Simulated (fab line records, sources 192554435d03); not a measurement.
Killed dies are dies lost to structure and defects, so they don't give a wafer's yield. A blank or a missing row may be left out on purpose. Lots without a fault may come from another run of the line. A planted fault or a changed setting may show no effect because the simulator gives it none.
A struck lot beside a sound one | flow n5_finfet | 39 steps out of a route of 1938
Sound: wafers L501.2, L501.5, L501.6. Struck: wafers L496.1, L496.3, L496.5. The cause comes at the end.
At each step with rows: each side's tool, then ch and its chambers, then its first start. Under that, the readings that differ: sound wafers | struck wafers | difference of the means | sigmas: that difference in standard deviations of wafers without a fault.
alike: readings whose means differ by less than 2 such deviations, and words and numbers that are the same on both sides. not compared: withheld readings, readings that some wafer has no value for, bounds like >300 that may hide the same value, and numbers for which the record gives no deviation and whose values overlap.
The two part at a step that has a row with sigmas, a row that says differs or no value, or rows on one side only. Numbers that don't overlap but have no deviation are shown without sigmas and don't part them. A reading that every wafer of one side lacks parts them only if that side has two wafers or more.

first, 9 steps without rows for these wafers: N5_MOL_CONTACT_COAG_PRE_CLEAN_121; N5_MOL_CONTACT_COAG_CVD_140 (deposits W, target thk 66.5 nm, time 215 s); N5_MOL_CONTACT_COAG_PRECLEAN_127 (cleans in DIW, time 57.5 s); N5_MOL_CONTACT_COAG_SRD_128 (dry time 32 s); N5_MOL_CONTACT_COAG_CMP_52 (polishes, stops on SiO2, t overpolish 1.5 s, target thk 66.5 nm); N5_MOL_CONTACT_COAG_ANNEAL_112 (time 1800 s); N5_BEOL_M0_SAQP_PECVD_00 (deposits SiCN from 3MS/NH3, target thk 8 nm, time 14 s); N5_BEOL_M0_SAQP_ILD_DEP_01 (deposits SiOC from DEMS/O2, target thk 45.419 nm, time 8.7 s); N5_BEOL_M0_SAQP_HM_DEP_02 (deposits TiN, target thk 12 nm).
N5_BEOL_M0_SAQP_PECVD_03: deposits SiCN from 3MS/NH3, target thk 12 nm, time 21.1 s.
  sound on pecvd-04 ch 0,1,2, day 10 05:03; struck on pecvd-03 ch 1,2, day 8 23:48
  reading                                         | sound        | struck    | difference | sigmas
  model.SiCN_of_BEOL_M0_SAQP_PECVD_03.thk_nm (nm) | 11.6 12 12.2 | 7.6 7.8 8 | -4.1       |
  alike: showerhead_plenum_p_Torr, throttle_valve_pct
then, 25 steps without rows for these wafers: N5_BEOL_M0_SAQP_PECVD_96 (deposits a-Si from SiH4/He, target thk 45 nm, time 45.2 s); N5_BEOL_M0_SAQP_PECVD_97 (deposits SiNx from SiH4/NH3/N2, target thk 23 nm, time 19.9 s); N5_BEOL_M0_SAQP_PECVD_04 (deposits a-Si from SiH4/He, target thk 60 nm, time 60.2 s); N5_BEOL_M0_SAQP_HM_DEP_111 (deposits SiO2 from SiH4/N2O, target thk 12 nm, time 7.2 s); N5_BEOL_M0_SAQP_COAT_81 (time 60 s, resist thk 100 nm); N5_BEOL_M0_SAQP_COAT_82 (time 60 s, resist thk 30 nm); N5_BEOL_M0_SAQP_COAT_08 (resist thk 90 nm); N5_BEOL_M0_SAQP_EBR_10; N5_BEOL_M0_SAQP_SOFTBAKE_09 (time 60 s); N5_BEOL_M0_SAQP_EXPOSE_11 (exposes mask M0 CORE, target cd 42 nm); N5_BEOL_M0_SAQP_PEB_12 (peb time 60 s); N5_BEOL_M0_SAQP_DEVELOP_13 (develop time 30 s); N5_BEOL_M0_SAQP_DESCUM_19 (chemistry O2, time 7.9 s); N5_BEOL_M0_SAQP_ETCH_83 (etches SiARC in CF4, target depth 39 nm, time 65 s); N5_BEOL_M0_SAQP_ETCH_84 (etches SOC in N2/H2, target depth 100 nm, overetch 20 nm, time 150 s); N5_BEOL_M0_SAQP_STRIP_80 (strips in N2/H2); N5_BEOL_M0_SAQP_HM_OPEN_112 (chemistry CHF3/O2, target SiO2, stops on a-Si, target depth 12 nm, time 13.5 s); N5_BEOL_M0_SAQP_STRIP_113 (strips in CHF3/O2); N5_BEOL_M0_SAQP_MANDREL_ETCH_20 (etches a-Si in HBr/Cl2, stops on SiNx, target depth 60 nm, bt time 10 s, time 30 s); N5_BEOL_M0_SAQP_STRIP_86 (strips in N2/H2); N5_BEOL_M0_SAQP_STRIP_115 (strips in post etch residue remover, time 60 s); N5_BEOL_M0_SAQP_SRD_93 (time 30 s); N5_BEOL_M0_SAQP_RECESS_114 (chemistry HF/NH3, target SiO2, target depth 14.4 nm, afs cycles 3, sublimation time 60 s); N5_BEOL_M0_SAQP_SPACER1_ALD_98 (deposits SiO2, target thk 12.8 nm, pulse time 1 s, purge time 2 s); N5_BEOL_M0_SAQP_SPACER1_ETCHBACK_99 (etches SiO2 in CHF3/O2, target depth 15.4 nm, time 7.7 s).
N5_BEOL_M0_SAQP_RECESS_109: chemistry HF/NH3, target SiO2, target depth 3 nm, afs cycles 1, sublimation time 60 s.
  sound on vapor_etch-01 ch 0,1, day 10 09:05; struck on vapor_etch-02 ch 0,1, day 9 03:05
  reading                                         | sound       | struck      | difference | sigmas
  model.SiCN_of_BEOL_M0_SAQP_PECVD_03.thk_nm (nm) | 8.2 8.6 8.8 | 4.2 4.4 4.6 | -4.1       |
  alike: drypump_motor_current_A
N5_BEOL_M0_ETCH_138: etches SiCN in CH3F/O2, target depth 12 nm, time 31.6 s.
  sound on rie_diel-02 ch 1,2,3, day 10 12:11; struck on rie_diel-05 ch 0,3, day 9 06:25
  reading                  | sound             | struck            | difference | sigmas
  etch_rf_on_time_s (s)    | 28.0 30.4 30.0    | 32.1 32.4 31.8    | +2.6       | +3
  model.etch.depth_nm (nm) | 8.197 8.576 8.704 | 9.231 9.231 9.231 | +0.739     |
  alike: drypump_motor_current_A, oes_product_au, rf_vpp_V, showerhead_plenum_p_Torr, throttle_valve_pct
  not compared: rf_hours_counter_h
N5_BEOL_M0_ETCH_128: etches SiCN in CF4/N2, target depth 12 nm, overetch 5.1 nm, time 21.4 s.
  sound on rie_diel-01 ch 0,3, day 10 17:12; struck on rie_diel-02 ch 0,2,3, day 9 08:13
  reading                  | sound             | struck            | difference | sigmas
  oes_product_au (a.u.)    | 0.49 0.58 0.50    | 0.41 0.39 0.42    | -0.12      | -2
  model.etch.depth_nm (nm) | 8.197 8.576 8.704 | 4.219 4.379 4.599 | -4.093     |
  alike: drypump_motor_current_A, rf_vpp_V, showerhead_plenum_p_Torr, throttle_valve_pct
  not compared: rf_hours_counter_h
-- the record jumps here: 2 days lie between the struck wafers' starts before and after (it left off in module BEOL_M0 and takes up again in module BEOL_M4, whose first step shown is number 1111 of the route) --
N5_BEOL_M4_RC_MEAS_101:
  sound on prober-02 ch 0, day 12 21:55; struck on prober-02 ch 0, day 11 18:33
  alike: DIBL_N, DIBL_P, IOFF_N, IOFF_P, ION_N, ION_P, SS_N, SS_P, VT_N, VT_P

WHERE THEY PART
First at N5_BEOL_M0_ETCH_138; last, within this record, at N5_BEOL_M0_ETCH_128. Later steps at which nothing parts them and some readings are alike: N5_BEOL_M4_RC_MEAS_101.

WHY: what the simulator had put in
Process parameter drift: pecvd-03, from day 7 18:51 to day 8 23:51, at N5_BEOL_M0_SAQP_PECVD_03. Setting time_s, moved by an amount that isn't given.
